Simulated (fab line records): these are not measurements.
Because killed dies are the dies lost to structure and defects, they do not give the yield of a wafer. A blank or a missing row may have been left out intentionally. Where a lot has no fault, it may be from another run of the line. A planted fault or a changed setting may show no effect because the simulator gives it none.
Matching of chambers :: flow n5-finfet :: 4 sister chambers for N5_STI_FIN_REVEAL_ALD_00 on ald-sin-02
The step deposits SiO2, target thk 1 nm, pulse time 1 s. 4 wafers are shown with their chamber, then 8 later ones without.

## WAFERS, EACH WITH ITS CHAMBER
wafer: L085.1
chamber: 0
heater-power-w (W): 461

wafer: L085.4
chamber: 1
heater-power-w (W): 484

wafer: L085.5
chamber: 3
heater-power-w (W): 485

wafer: L086.2
chamber: 2
heater-power-w (W): 455

## WAFERS WHOSE CHAMBER IS MISSING
wafer: L086.3
heater-power-w (W): 495

wafer: L086.6
heater-power-w (W): 467

wafer: L089.2
heater-power-w (W): 451

wafer: L089.4
heater-power-w (W): 471

wafer: L089.5
heater-power-w (W): 464

wafer: L095.2
heater-power-w (W): 471

wafer: L095.3
heater-power-w (W): 490

wafer: L095.4
heater-power-w (W): 451

## EACH ONE'S CHAMBER
wafer: L086.3
from the rows above: can't be placed: 3 or 1
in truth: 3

wafer: L086.6
from the rows above: can't be placed: 0 or 2 or 1 or 3
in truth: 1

wafer: L089.2
from the rows above: can't be placed: 2 or 0
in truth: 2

wafer: L089.4
from the rows above: can't be placed: 0 or 1 or 3 or 2
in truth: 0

wafer: L089.5
from the rows above: can't be placed: 0 or 2
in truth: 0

wafer: L095.2
from the rows above: can't be placed: 0 or 1 or 3 or 2
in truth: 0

wafer: L095.3
from the rows above: can't be placed: 3 or 1
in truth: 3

wafer: L095.4
from the rows above: can't be placed: 2 or 0
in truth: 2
Correct placement for 0 of the 8. Unplaceable from these rows: 8, with the true chamber sitting among the candidates in 8. 0 placed wrongly.
How it was worked out, from the rows above alone: a wafer's distance from a chamber is the root of the sum, over the readings, of the square of ((its reading less the chamber's mean) divided by the reading's scatter). If the next closest chamber is less than 2 further off than the closest, the wafer can't be placed; otherwise it belongs to the closest. For every chamber, the mean is computed from those of its wafers that are shown. The scatter: root of mean squared gap, hidden wafer to nearest shown wafer, with one shown wafer a chamber.
